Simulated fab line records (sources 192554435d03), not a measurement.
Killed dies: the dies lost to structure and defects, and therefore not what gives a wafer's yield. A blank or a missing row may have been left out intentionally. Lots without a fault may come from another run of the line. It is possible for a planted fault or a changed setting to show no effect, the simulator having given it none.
Chamber matching || flow n5_finfet || N5_FIN_SAQP_SPACER2_ALD_28 on ald_sin-04 has 4 sister chambers
The step deposits SiO2, target thk 8.1 nm, pulse time 1 s, purge time 2 s. 8 wafers are shown with their chamber, then 11 later ones without.

## WAFERS PAIRED WITH THEIR CHAMBERS
{"wafer": "L079.3", "chamber": 2, "heater_power_w (W)": 583, "precursor_pulse_height_rel": 1.018}
{"wafer": "L083.6", "chamber": 0, "heater_power_w (W)": 406, "precursor_pulse_height_rel": 1.029}
{"wafer": "L085.4", "chamber": 3, "heater_power_w (W)": 453, "precursor_pulse_height_rel": 0.993}
{"wafer": "L085.5", "chamber": 1, "heater_power_w (W)": 486, "precursor_pulse_height_rel": 0.984}
{"wafer": "L086.3", "chamber": 2, "heater_power_w (W)": 588, "precursor_pulse_height_rel": 1.010}
{"wafer": "L086.4", "chamber": 3, "heater_power_w (W)": 443, "precursor_pulse_height_rel": 1.009}
{"wafer": "L086.6", "chamber": 0, "heater_power_w (W)": 416, "precursor_pulse_height_rel": 1.014}
{"wafer": "L087.1", "chamber": 1, "heater_power_w (W)": 481, "precursor_pulse_height_rel": 1.009}

## WAFERS WHOSE CHAMBER IS MISSING
{"wafer": "L087.2", "heater_power_w (W)": 406, "precursor_pulse_height_rel": 0.984}
{"wafer": "L087.3", "heater_power_w (W)": 587, "precursor_pulse_height_rel": 1.018}
{"wafer": "L088.1", "heater_power_w (W)": 421, "precursor_pulse_height_rel": 1.004}
{"wafer": "L088.4", "heater_power_w (W)": 491, "precursor_pulse_height_rel": 1.029}
{"wafer": "L088.6", "heater_power_w (W)": 476, "precursor_pulse_height_rel": 0.986}
{"wafer": "L090.3", "heater_power_w (W)": 591, "precursor_pulse_height_rel": 1.037}
{"wafer": "L090.4", "heater_power_w (W)": 442, "precursor_pulse_height_rel": 0.989}
{"wafer": "L090.6", "heater_power_w (W)": 475, "precursor_pulse_height_rel": 0.980}
{"wafer": "L095.2", "heater_power_w (W)": 479, "precursor_pulse_height_rel": 1.001}
{"wafer": "L095.3", "heater_power_w (W)": 408, "precursor_pulse_height_rel": 0.986}
{"wafer": "L095.4", "heater_power_w (W)": 592, "precursor_pulse_height_rel": 1.018}

## THE CHAMBER EACH PASSED THROUGH
{"wafer": "L087.2", "from the rows above": 0, "in truth": 0}
{"wafer": "L087.3", "from the rows above": 2, "in truth": 2}
{"wafer": "L088.1", "from the rows above": 0, "in truth": 0}
{"wafer": "L088.4", "from the rows above": 1, "in truth": 1}
{"wafer": "L088.6", "from the rows above": 1, "in truth": 1}
{"wafer": "L090.3", "from the rows above": 2, "in truth": 2}
{"wafer": "L090.4", "from the rows above": 3, "in truth": 3}
{"wafer": "L090.6", "from the rows above": 1, "in truth": 1}
{"wafer": "L095.2", "from the rows above": 1, "in truth": 1}
{"wafer": "L095.3", "from the rows above": 0, "in truth": 0}
{"wafer": "L095.4", "from the rows above": 2, "in truth": 2}
Placed correctly: 11 of 11. From these rows, 0 cannot be placed. Wrongly placed: 0.
How it was worked out, from the rows above alone: a wafer's distance from a chamber is the root of the sum, over the readings, of the square of ((its reading less the chamber's mean) divided by the reading's scatter). The wafer belongs to the nearest chamber; if the next one is less than 2 further off, it can't be placed. For every chamber, the mean is computed from those of its wafers that are shown. The scatter: the root of (the sum of the squares of (reading less its chamber's mean) over the shown wafers, divided by (wafers less chambers)).
